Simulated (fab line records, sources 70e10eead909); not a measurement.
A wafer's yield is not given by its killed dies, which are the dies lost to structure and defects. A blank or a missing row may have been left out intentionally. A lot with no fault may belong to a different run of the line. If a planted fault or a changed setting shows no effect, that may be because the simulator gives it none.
Chamber matching | flow nand harc | 3 sister chambers for NHARC_A_M1_PRE_CLEAN_32 on pecvd-03
The step time 12 s. 6 wafers are shown with their chamber, then 7 later ones without.

WAFERS WITH THEIR CHAMBER
wafer  | chamber | heater power w (W) | rf fwd power W (W)
L519.1 | 1       | 680                | 292.3
L521.4 | 1       | 691                | 291.4
L525.2 | 0       | 522                | 291.9
L525.6 | 2       | 587                | 292.1
L530.2 | 2       | 588                | 292.2
L530.3 | 0       | 593                | 294.3

WAFERS MISSING THEIR CHAMBER
wafer  | heater power w (W) | rf fwd power W (W)
L530.6 | 585                | 294.3
L531.4 | 554                | 292.9
L531.5 | 523                | 292.4
L531.6 | 602                | 292.2
L534.2 | 674                | 292.9
L534.3 | 526                | 292.3
L534.6 | 687                | 293.3

WHICH CHAMBER EACH ONE RAN IN
wafer  | from the rows above     | in truth
L530.6 | can't be placed: 0 or 2 | 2
L531.4 | can't be placed: 0 or 2 | 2
L531.5 | can't be placed: 0 or 2 | 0
L531.6 | can't be placed: 2 or 0 | 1
L534.2 | can't be placed: 1 or 2 | 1
L534.3 | can't be placed: 0 or 2 | 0
L534.6 | 1                       | 1
Correctly placed: 1 of 7. From these rows, 6 cannot be placed; in 5 the true chamber is one of the candidates. Placed wrongly: 0.
How it was worked out, from the rows above alone: a wafer's distance from a chamber is the root of the sum, over the readings, of the square of ((its reading less the chamber's mean) divided by the reading's scatter). If the next closest chamber is less than 2 further off than the closest, the wafer can't be placed; otherwise it belongs to the closest. The mean given for a chamber averages the wafers shown for that chamber. How the scatter is found: for the shown wafers, subtract from each reading the mean of its chamber, square and add these, divide the total by (wafers less chambers), then take the root.
